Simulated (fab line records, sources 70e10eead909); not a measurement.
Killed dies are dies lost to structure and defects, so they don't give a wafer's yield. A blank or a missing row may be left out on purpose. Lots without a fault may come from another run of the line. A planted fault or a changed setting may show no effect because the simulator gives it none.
Which tool did it? | flow nand_harc | 24 lots, 72 wafers sampled, at 6 steps of a route of 1302

WHAT THE GAUGES READ, wafer by wafer
NHARC_A_STAIRCASE_INSPECT_155. Usual: raw_defect_count 423, standard deviation 120.
lot  | measured     | on                | raw_defect_count | flag
L074 | day 18 03:16 | defect_inspect-01 | 327 371 347      |
L075 | day 18 10:48 | defect_inspect-02 | 395 449 374      |
L076 | day 19 09:34 | defect_inspect-02 | 265 381 377      |
L078 | day 19 09:49 | defect_inspect-01 | 523 427 299      |
L079 | day 20 10:11 | defect_inspect-01 | 512 487 632      |
L080 | day 20 15:51 | defect_inspect-02 | 372 424 526      |
L077 | day 20 15:37 | defect_inspect-01 | 380 461 478      |
L081 | day 21 18:50 | defect_inspect-02 | 418 322 444      |
L083 | day 22 02:14 | defect_inspect-01 | 802 494 644      |
L082 | day 22 02:43 | defect_inspect-02 | 306 238 200      |
L084 | day 22 13:53 | defect_inspect-02 | 370 366 493      |
L085 | day 22 12:49 | defect_inspect-01 | 316 274 270      |
L086 | day 23 09:26 | defect_inspect-02 | 331 511 300      |
L087 | day 23 07:31 | defect_inspect-01 | 396 542 452      |
L088 | day 23 20:20 | defect_inspect-02 | 428 371 309      |
L089 | day 23 19:52 | defect_inspect-02 | 462 441 557      |
L090 | day 24 04:35 | defect_inspect-01 | 556 464 388      |
L092 | day 25 10:26 | defect_inspect-02 | 328 331 408      |
L091 | day 25 11:02 | defect_inspect-02 | 653 577 406      |
L094 | day 26 21:39 | defect_inspect-01 | 348 352 303      |
L093 | day 26 21:28 | defect_inspect-01 | 414 577 369      |
L095 | day 27 05:56 | defect_inspect-01 | 461 457 505      |
L096 | day 27 05:43 | defect_inspect-02 | 404 539 310      |
L097 | day 27 15:13 | defect_inspect-02 | 349 366 433      |

WHICH TOOL RAN EACH LOT (tool, then ch and the chambers of the sampled wafers, then the start)
lot  | NHARC_A_STAIRCASE_ETCH_273                    | NHARC_A_STAIRCASE_STRIP_274                   | NHARC_A_STAIRCASE_DEP_301       | NHARC_A_STAIRCASE_DESCUM_312       | NHARC_A_STAIRCASE_STRIP_446
L074 | rie_diel-01 ch 1,3, day 15 23:16 or earlier   | rie_diel-01 ch 2,3, day 15 23:16 or earlier   | pecvd-01 ch 0,1, day 15 23:16   | rie_diel-08 ch 1,2,3, day 16 00:13 | plasma_asher-01 ch 0,1, day 18 00:40
L075 | rie_diel-07 ch 0,2,3, day 16 01:32 or earlier | rie_diel-07 ch 2,3, day 16 01:32 or earlier   | pecvd-04 ch 0,1,2, day 16 01:32 | rie_diel-07 ch 2,3, day 16 02:30   | plasma_asher-01 ch 0,1, day 18 07:53
L076 | rie_diel-08 ch 1,3, day 17 09:38 or earlier   | rie_diel-08 ch 0,1,2, day 17 09:38 or earlier | pecvd-01 ch 0,1,2, day 17 09:38 | rie_diel-07 ch 0,1, day 17 10:34   | plasma_asher-01 ch 0,1, day 19 06:59
L078 | rie_diel-01 ch 1,3, day 17 13:39 or earlier   | rie_diel-01 ch 0,2, day 17 13:39 or earlier   | pecvd-01 ch 1,2, day 17 13:39   | rie_diel-07 ch 0,3, day 17 14:38   | plasma_asher-02 ch 0,1, day 19 07:13
L079 | rie_diel-07 ch 0,1, day 18 03:40 or earlier   | rie_diel-07 ch 0,3, day 18 03:40 or earlier   | pecvd-01 ch 0,1,2, day 18 03:40 | rie_diel-01 ch 0,1, day 18 04:34   | plasma_asher-02 ch 0,1, day 20 07:34
L080 | rie_diel-08 ch 0,1, day 18 15:29 or earlier   | rie_diel-08 ch 0,2,3, day 18 15:29 or earlier | pecvd-04 ch 1,2, day 18 15:29   | rie_diel-08 ch 0,2, day 18 16:34   | plasma_asher-01 ch 0,1, day 20 13:07
L077 | rie_diel-07 ch 0,2, day 18 15:46 or earlier   | rie_diel-07 ch 0,1, day 18 15:46 or earlier   | pecvd-02 ch 0,1, day 18 15:46   | rie_diel-01 ch 0,1, day 18 16:43   | plasma_asher-02 ch 0,1, day 20 13:07
L081 | rie_diel-08 ch 0,1,2, day 19 15:19 or earlier | rie_diel-08 ch 1,2, day 19 15:19 or earlier   | pecvd-04 ch 0,1,2, day 19 15:19 | rie_diel-08 ch 0,1, day 19 16:16   | plasma_asher-01 ch 0,1, day 21 16:17
L083 | rie_diel-01 ch 1,3, day 19 20:29 or earlier   | rie_diel-01 ch 0,3, day 19 20:29 or earlier   | pecvd-02 ch 0,1, day 19 20:29   | rie_diel-01 ch 0,1,3, day 19 21:27 | plasma_asher-02 ch 0,1, day 21 23:22
L082 | rie_diel-08 ch 0,2,3, day 19 22:45 or earlier | rie_diel-08 ch 0,2,3, day 19 22:45 or earlier | pecvd-01 ch 0,1,2, day 19 22:45 | rie_diel-08 ch 0,1,3, day 19 23:42 | plasma_asher-02 ch 0,1, day 21 23:56
L084 | rie_diel-08 ch 0,1,3, day 20 12:53 or earlier | rie_diel-08 ch 0,2,3, day 20 12:53 or earlier | pecvd-04 ch 0,2, day 20 12:53   | rie_diel-01 ch 0,1,3, day 20 13:58 | plasma_asher-02 ch 0,1, day 22 11:17
L085 | rie_diel-01 ch 0,1,3, day 20 12:52 or earlier | rie_diel-01 ch 0,1,3, day 20 12:52 or earlier | pecvd-02 ch 0,1, day 20 12:52   | rie_diel-07 ch 1,3, day 20 13:49   | plasma_asher-01 ch 0,1, day 22 10:14
L086 | rie_diel-08 ch 0,2, day 21 02:53 or earlier   | rie_diel-08 ch 0,1, day 21 02:53 or earlier   | pecvd-04 ch 1,2, day 21 02:53   | rie_diel-01 ch 0,2, day 21 03:45   | plasma_asher-01 ch 0,1, day 23 06:39
L087 | rie_diel-08 ch 0,1,2, day 21 06:40 or earlier | rie_diel-08 ch 0,1,3, day 21 06:40 or earlier | pecvd-01 ch 0,1,2, day 21 06:40 | rie_diel-08 ch 1,2,3, day 21 07:38 | plasma_asher-01 ch 0,1, day 23 04:51
L088 | rie_diel-08 ch 0,2, day 21 16:25 or earlier   | rie_diel-08 ch 0,2,3, day 21 16:25 or earlier | pecvd-04 ch 0,1,2, day 21 16:25 | rie_diel-01 ch 0,1,2, day 21 17:20 | plasma_asher-01 ch 0,1, day 23 17:32
L089 | rie_diel-07 ch 0,3, day 21 18:45 or earlier   | rie_diel-07 ch 1,3, day 21 18:45 or earlier   | pecvd-02 ch 0,2, day 21 18:45   | rie_diel-08 ch 1,2, day 21 19:45   | plasma_asher-01 ch 0,1, day 23 17:18
L090 | rie_diel-08 ch 0,1, day 22 05:57 or earlier   | rie_diel-08 ch 2,3, day 22 05:57 or earlier   | pecvd-04 ch 1,2, day 22 05:57   | rie_diel-08 ch 0,1, day 22 06:48   | plasma_asher-02 ch 0,1, day 24 02:04
L092 | rie_diel-07 ch 1,2, day 23 02:31 or earlier   | rie_diel-07 ch 1,2, day 23 02:31 or earlier   | pecvd-04 ch 0,1,2, day 23 02:31 | rie_diel-08 ch 1,2,3, day 23 03:25 | plasma_asher-01 ch 0,1, day 25 07:59
L091 | rie_diel-07 ch 1,2, day 23 09:51 or earlier   | rie_diel-07 ch 1,3, day 23 09:51 or earlier   | pecvd-04 ch 1,2, day 23 09:51   | rie_diel-07 ch 1,2, day 23 10:49   | plasma_asher-01 ch 0,1, day 25 08:25
L094 | rie_diel-01 ch 1,2, day 24 13:59 or earlier   | rie_diel-01 ch 1,2, day 24 13:59 or earlier   | pecvd-01 ch 0,1,2, day 24 13:59 | rie_diel-01 ch 0,1, day 24 14:53   | plasma_asher-01 ch 0,1, day 26 19:04
L093 | rie_diel-01 ch 0,2,3, day 24 18:24 or earlier | rie_diel-01 ch 1,2,3, day 24 18:24 or earlier | pecvd-01 ch 0,2, day 24 18:24   | rie_diel-01 ch 0,1,2, day 24 19:23 | plasma_asher-02 ch 0,1, day 26 18:53
L095 | rie_diel-08 ch 0,1,2, day 25 03:39 or earlier | rie_diel-08 ch 0,1,2, day 25 03:39 or earlier | pecvd-01 ch 0,1,2, day 25 03:39 | rie_diel-08 ch 1,3, day 25 04:58   | plasma_asher-02 ch 0,1, day 27 03:18
L096 | rie_diel-07 ch 0,1,2, day 25 04:41 or earlier | rie_diel-07 ch 0,2,3, day 25 04:41 or earlier | pecvd-01 ch 1,2, day 25 04:41   | rie_diel-08 ch 0,1,2, day 25 05:42 | plasma_asher-01 ch 0,1, day 27 03:07
L097 | rie_diel-01 ch 0,1,2, day 25 14:00 or earlier | rie_diel-01 ch 0,1,3, day 25 14:00 or earlier | pecvd-01 ch 0,1,2, day 25 14:00 | rie_diel-08 ch 0,1,2, day 25 14:52 | plasma_asher-02 ch 0,1, day 27 12:37
- NHARC_A_STAIRCASE_ETCH_273: etches the open film in C4F8/O2/Ar, target depth 10200 nm, time 2468.6 s.
- NHARC_A_STAIRCASE_STRIP_274: strips in O2.
- NHARC_A_STAIRCASE_DEP_301: deposits SiON, target thk 30 nm.
- NHARC_A_STAIRCASE_DESCUM_312: chemistry O2, time 3 s.
- NHARC_A_STAIRCASE_STRIP_446: strips in O2.

WHAT THE TOOLS THEMSELVES READ (means of the sampled wafers that have a number; where no wafer has one, the mark that the record gives instead)
NHARC_A_STAIRCASE_ETCH_273. Usual: bias_w 3001 W, standard deviation 9.2; oes_product_au 0.934 a.u., standard deviation 0.013; rf_vpp_V 1826 V, standard deviation 11.
lot  | tool        | bias_w (W) | oes_product_au (a.u.) | rf_vpp_V (V) | flag
L074 | rie_diel-01 | 3004       | 0.948                 | 1826         |
L075 | rie_diel-07 | 3004       | 0.932                 | 1830         |
L076 | rie_diel-08 | 2995       | 0.928                 | 1819         |
L078 | rie_diel-01 | 3002       | 0.952                 | 1817         |
L079 | rie_diel-07 | 2998       | 0.922                 | 1841         |
L080 | rie_diel-08 | 3010       | 0.928                 | 1823         |
L077 | rie_diel-07 | 3002       | 0.916                 | 1835         |
L081 | rie_diel-08 | 2989       | 0.925                 | 1822         |
L083 | rie_diel-01 | 2992       | 0.926                 | 1825         |
L082 | rie_diel-08 | 2999       | 0.946                 | 1820         |
L084 | rie_diel-08 | 2999       | 0.936                 | 1822         |
L085 | rie_diel-01 | 3000       | 0.945                 | 1821         |
L086 | rie_diel-08 | 3000       | 0.940                 | 1825         |
L087 | rie_diel-08 | 3009       | 0.945                 | 1820         |
L088 | rie_diel-08 | 3002       | 0.924                 | 1817         |
L089 | rie_diel-07 | 2994       | 0.930                 | 1822         |
L090 | rie_diel-08 | 2999       | 0.943                 | 1826         |
L092 | rie_diel-07 | 3001       | 0.916                 | 1837         |
L091 | rie_diel-07 | 2991       | 0.917                 | 1837         |
L094 | rie_diel-01 | 3009       | 0.938                 | 1840         |
L093 | rie_diel-01 | 2997       | 0.947                 | 1831         |
L095 | rie_diel-08 | 2993       | 0.936                 | 1820         |
L096 | rie_diel-07 | 2998       | 0.917                 | 1836         |
L097 | rie_diel-01 | 3006       | 0.941                 | 1834         |

NHARC_A_STAIRCASE_STRIP_274. Usual: drypump_motor_current_A 5.5 A, standard deviation 0.48; oes_product_au 1.002 a.u., standard deviation 0.011; rf_vpp_V 57.8 V, standard deviation 0.98; showerhead_plenum_p_Torr 3.53 Torr, standard deviation 0.16; throttle_valve_pct 17.038 %, standard deviation 0.0091.
lot  | tool        | drypump_motor_current_A (A) | oes_product_au (a.u.) | rf_vpp_V (V) | showerhead_plenum_p_Torr (Torr) | throttle_valve_pct (%) | flag
L074 | rie_diel-01 | 5.8                         | 1.002                 | 58.1         | 3.69                            | 17.036                 |
L075 | rie_diel-07 | 5.2                         | 1.027                 | 57.6         | 3.48                            | 17.039                 |
L076 | rie_diel-08 | 5.6                         | 1.001                 | 57.2         | 3.46                            | 17.044                 |
L078 | rie_diel-01 | 5.6                         | 0.999                 | 57.4         | 3.63                            | 17.032                 |
L079 | rie_diel-07 | 4.8                         | 0.993                 | 57.2         | 3.55                            | 17.042                 |
L080 | rie_diel-08 | 5.6                         | 1.010                 | 58.2         | 3.45                            | 17.038                 |
L077 | rie_diel-07 | 5.1                         | 0.990                 | 58.4         | 3.68                            | 17.038                 |
L081 | rie_diel-08 | 5.8                         | 0.996                 | 57.3         | 3.40                            | 17.035                 |
L083 | rie_diel-01 | 5.3                         | 1.001                 | 57.9         | 3.57                            | 17.048                 |
L082 | rie_diel-08 | 5.6                         | 0.998                 | 57.8         | 3.44                            | 17.037                 |
L084 | rie_diel-08 | 5.6                         | 1.012                 | 58.2         | 3.44                            | 17.041                 |
L085 | rie_diel-01 | 5.4                         | 1.007                 | 57.5         | 3.46                            | 17.044                 |
L086 | rie_diel-08 | 5.4                         | 0.995                 | 57.7         | 3.47                            | 17.038                 |
L087 | rie_diel-08 | 5.4                         | 1.006                 | 58.2         | 3.46                            | 17.030                 |
L088 | rie_diel-08 | 5.6                         | 0.999                 | 57.3         | 3.43                            | 17.039                 |
L089 | rie_diel-07 | 5.4                         | 1.002                 | 57.7         | 3.64                            | 17.039                 |
L090 | rie_diel-08 | 6.0                         | 1.003                 | 56.9         | 3.35                            | 17.038                 |
L092 | rie_diel-07 | 6.0                         | 0.992                 | 58.9         | 3.67                            | 17.034                 |
L091 | rie_diel-07 | 5.3                         | 0.994                 | 57.7         | 3.63                            | 17.034                 |
L094 | rie_diel-01 | 5.8                         | 1.012                 | 58.3         | 3.76                            | 17.037                 |
L093 | rie_diel-01 | 5.7                         | 1.004                 | 58.9         | 3.69                            | 17.040                 |
L095 | rie_diel-08 | 5.5                         | 1.004                 | 56.7         | 3.43                            | 17.032                 |
L096 | rie_diel-07 | 5.2                         | 0.980                 | 57.7         | 3.53                            | 17.039                 |
L097 | rie_diel-01 | 5.4                         | 1.015                 | 58.6         | 3.62                            | 17.046                 |

NHARC_A_STAIRCASE_DEP_301. Usual: heater_power_outer_w 429 W, standard deviation 58; heater_power_w 725 W, standard deviation 84; showerhead_vpp_V 1145 V, standard deviation 54.
lot  | tool     | heater_power_outer_w (W) | heater_power_w (W) | showerhead_vpp_V (V) | flag
L074 | pecvd-01 | 452                      | 771                | 1166                 |
L075 | pecvd-04 | 435                      | 730                | 1102                 |
L076 | pecvd-01 | 444                      | 736                | 1184                 |
L078 | pecvd-01 | 405                      | 674                | 1202                 |
L079 | pecvd-01 | 415                      | 700                | 1187                 |
L080 | pecvd-04 | 389                      | 673                | 1125                 |
L077 | pecvd-02 | 446                      | 746                | 1139                 |
L081 | pecvd-04 | 397                      | 678                | 1100                 |
L083 | pecvd-02 | 486                      | 832                | 1126                 |
L082 | pecvd-01 | 427                      | 718                | 1183                 |
L084 | pecvd-04 | 454                      | 759                | 1056                 |
L085 | pecvd-02 | 454                      | 756                | 1140                 |
L086 | pecvd-04 | 375                      | 654                | 1145                 |
L087 | pecvd-01 | 454                      | 739                | 1196                 |
L088 | pecvd-04 | 414                      | 693                | 1098                 |
L089 | pecvd-02 | 467                      | 829                | 1116                 |
L090 | pecvd-04 | 395                      | 662                | 1129                 |
L092 | pecvd-04 | 403                      | 709                | 1109                 |
L091 | pecvd-04 | 377                      | 654                | 1128                 |
L094 | pecvd-01 | 435                      | 707                | 1185                 |
L093 | pecvd-01 | 495                      | 772                | 1187                 |
L095 | pecvd-01 | 451                      | 760                | 1182                 |
L096 | pecvd-01 | 417                      | 708                | 1197                 |
L097 | pecvd-01 | 456                      | 727                | 1195                 |

NHARC_A_STAIRCASE_DESCUM_312. Usual: drypump_motor_current_A 5.5 A, standard deviation 0.47; oes_product_au 1.003 a.u., standard deviation 0.011; rf_vpp_V 57.7 V, standard deviation 0.93; showerhead_plenum_p_Torr 1.90 Torr, standard deviation 0.087; throttle_valve_pct 11.311 %, standard deviation 0.0087.
lot  | tool        | drypump_motor_current_A (A) | oes_product_au (a.u.) | rf_vpp_V (V) | showerhead_plenum_p_Torr (Torr) | throttle_valve_pct (%) | flag
L074 | rie_diel-08 | 5.8                         | 1.011                 | 57.0         | 1.84                            | 11.309                 |
L075 | rie_diel-07 | 5.2                         | 1.024                 | 57.1         | 1.89                            | 11.315                 |
L076 | rie_diel-07 | 5.1                         | 0.998                 | 57.6         | 2.00                            | 11.306                 |
L078 | rie_diel-07 | 4.8                         | 0.981                 | 58.6         | 1.93                            | 11.311                 |
L079 | rie_diel-01 | 5.2                         | 1.000                 | 56.8         | 1.85                            | 11.305                 |
L080 | rie_diel-08 | 5.7                         | 0.997                 | 58.6         | 1.86                            | 11.328                 |
L077 | rie_diel-01 | 5.2                         | 1.011                 | 56.9         | 1.84                            | 11.306                 |
L081 | rie_diel-08 | 5.4                         | 0.996                 | 58.0         | 1.88                            | 11.308                 |
L083 | rie_diel-01 | 5.4                         | 1.016                 | 57.5         | 1.87                            | 11.301                 |
L082 | rie_diel-08 | 5.4                         | 1.004                 | 57.4         | 1.87                            | 11.310                 |
L084 | rie_diel-01 | 5.4                         | 1.008                 | 58.2         | 1.87                            | 11.314                 |
L085 | rie_diel-07 | 5.0                         | 1.010                 | 57.8         | 1.90                            | 11.315                 |
L086 | rie_diel-01 | 5.6                         | 1.002                 | 57.6         | 1.96                            | 11.302                 |
L087 | rie_diel-08 | 5.8                         | 1.004                 | 56.9         | 1.83                            | 11.310                 |
L088 | rie_diel-01 | 5.5                         | 1.001                 | 57.8         | 1.88                            | 11.305                 |
L089 | rie_diel-08 | 5.8                         | 0.999                 | 57.6         | 1.83                            | 11.308                 |
L090 | rie_diel-08 | 5.2                         | 0.991                 | 57.4         | 1.91                            | 11.311                 |
L092 | rie_diel-08 | 5.8                         | 0.998                 | 57.0         | 1.83                            | 11.307                 |
L091 | rie_diel-07 | 6.0                         | 0.998                 | 57.1         | 1.99                            | 11.312                 |
L094 | rie_diel-01 | 5.2                         | 1.016                 | 57.5         | 1.93                            | 11.305                 |
L093 | rie_diel-01 | 5.5                         | 1.014                 | 57.1         | 1.98                            | 11.312                 |
L095 | rie_diel-08 | 5.7                         | 1.001                 | 56.8         | 1.83                            | 11.321                 |
L096 | rie_diel-08 | 5.6                         | 0.997                 | 58.1         | 1.85                            | 11.311                 |
L097 | rie_diel-08 | 5.5                         | 0.988                 | 57.8         | 1.85                            | 11.315                 |

NHARC_A_STAIRCASE_STRIP_446. Usual: drypump_motor_current_A 5.7 A, standard deviation 0.42; heater_power_w 331 W, standard deviation 30.
lot  | tool            | drypump_motor_current_A (A) | heater_power_w (W) | flag
L074 | plasma_asher-01 | 5.5                         | 344                |
L075 | plasma_asher-01 | 5.3                         | 333                |
L076 | plasma_asher-01 | 5.3                         | 330                |
L078 | plasma_asher-02 | 6.2                         | 302                |
L079 | plasma_asher-02 | 6.2                         | 306                |
L080 | plasma_asher-01 | 5.5                         | 347                |
L077 | plasma_asher-02 | 6.1                         | 325                |
L081 | plasma_asher-01 | 5.3                         | 336                |
L083 | plasma_asher-02 | 6.2                         | 302                |
L082 | plasma_asher-02 | 6.2                         | 303                |
L084 | plasma_asher-02 | 6.1                         | 323                |
L085 | plasma_asher-01 | 5.5                         | 353                |
L086 | plasma_asher-01 | 5.5                         | 349                |
L087 | plasma_asher-01 | 5.5                         | 344                |
L088 | plasma_asher-01 | 5.5                         | 353                |
L089 | plasma_asher-01 | 5.5                         | 346                |
L090 | plasma_asher-02 | 6.2                         | 304                |
L092 | plasma_asher-01 | 5.5                         | 352                |
L091 | plasma_asher-01 | 5.3                         | 332                |
L094 | plasma_asher-01 | 5.3                         | 338                |
L093 | plasma_asher-02 | 6.2                         | 304                |
L095 | plasma_asher-02 | 6.2                         | 320                |
L096 | plasma_asher-01 | 5.5                         | 352                |
L097 | plasma_asher-02 | 6.2                         | 303                |

THE ANSWER, worked out from the rows above alone
Rule: a lot is off if the mean of its wafers that have a number lies more than 3 standard deviations from the usual mean. A lot without any number at a reading at which 4 lots or more have one is off too. The other lots that the step has rows for count as sound. The gauges are gone through in route order, then the tools' own readings, and for those a lot's mean is taken as printed above. The first step at which some lot is off is used, and at that step the reading that is off furthest; a lot without a number counts as furthest.
No lot is off at any reading shown: from this, nothing can be told.

WHAT THE SIMULATOR HAD PUT IN
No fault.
